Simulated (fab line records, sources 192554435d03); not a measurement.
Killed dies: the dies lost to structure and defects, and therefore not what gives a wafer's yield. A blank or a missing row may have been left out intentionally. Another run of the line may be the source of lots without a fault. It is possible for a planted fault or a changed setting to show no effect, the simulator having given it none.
Matching of chambers :: flow n5_finfet :: N5_BEOL_M8_CURE_74 on uv_cure-03 has 3 sister chambers
The step cures SiCOH lowk, time 240 s. 3 wafers are shown with their chamber, then 8 later ones without.

== WAFERS, EACH WITH ITS CHAMBER ==
wafer: L083.6
chamber: 0
wafer_temp_C_max: 387.7

wafer: L086.4
chamber: 1
wafer_temp_C_max: 386.6

wafer: L091.2
chamber: 2
wafer_temp_C_max: 386.5

== WAFERS WHOSE CHAMBER IS MISSING ==
wafer: L091.3
wafer_temp_C_max: 386.1

wafer: L091.5
wafer_temp_C_max: 386.2

wafer: L092.1
wafer_temp_C_max: 387.2

wafer: L092.4
wafer_temp_C_max: 387.4

wafer: L092.5
wafer_temp_C_max: 387.0

wafer: L097.1
wafer_temp_C_max: 386.9

wafer: L097.4
wafer_temp_C_max: 387.0

wafer: L097.5
wafer_temp_C_max: 388.0

== THE CHAMBER EACH PASSED THROUGH ==
wafer: L091.3
from the rows above: can't be placed: 2 or 1
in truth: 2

wafer: L091.5
from the rows above: can't be placed: 2 or 1
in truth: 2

wafer: L092.1
from the rows above: can't be placed: 0 or 1 or 2
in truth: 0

wafer: L092.4
from the rows above: can't be placed: 0 or 1 or 2
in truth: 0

wafer: L092.5
from the rows above: can't be placed: 1 or 2 or 0
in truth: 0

wafer: L097.1
from the rows above: can't be placed: 1 or 2 or 0
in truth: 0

wafer: L097.4
from the rows above: can't be placed: 1 or 2 or 0
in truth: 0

wafer: L097.5
from the rows above: 0
in truth: 0
Placed correctly: 1 of 8. Can't be placed from these rows: 7 (the true chamber is among the candidates in 7). Number placed wrongly: 0.
How it was worked out, from the rows above alone: a wafer's distance from a chamber is the root of the sum, over the readings, of the square of ((its reading less the chamber's mean) divided by the reading's scatter). The wafer belongs to the nearest chamber; if the next one is less than 2 further off, it can't be placed. For every chamber, the mean is computed from those of its wafers that are shown. The scatter: root of mean squared gap, hidden wafer to nearest shown wafer, with one shown wafer a chamber.
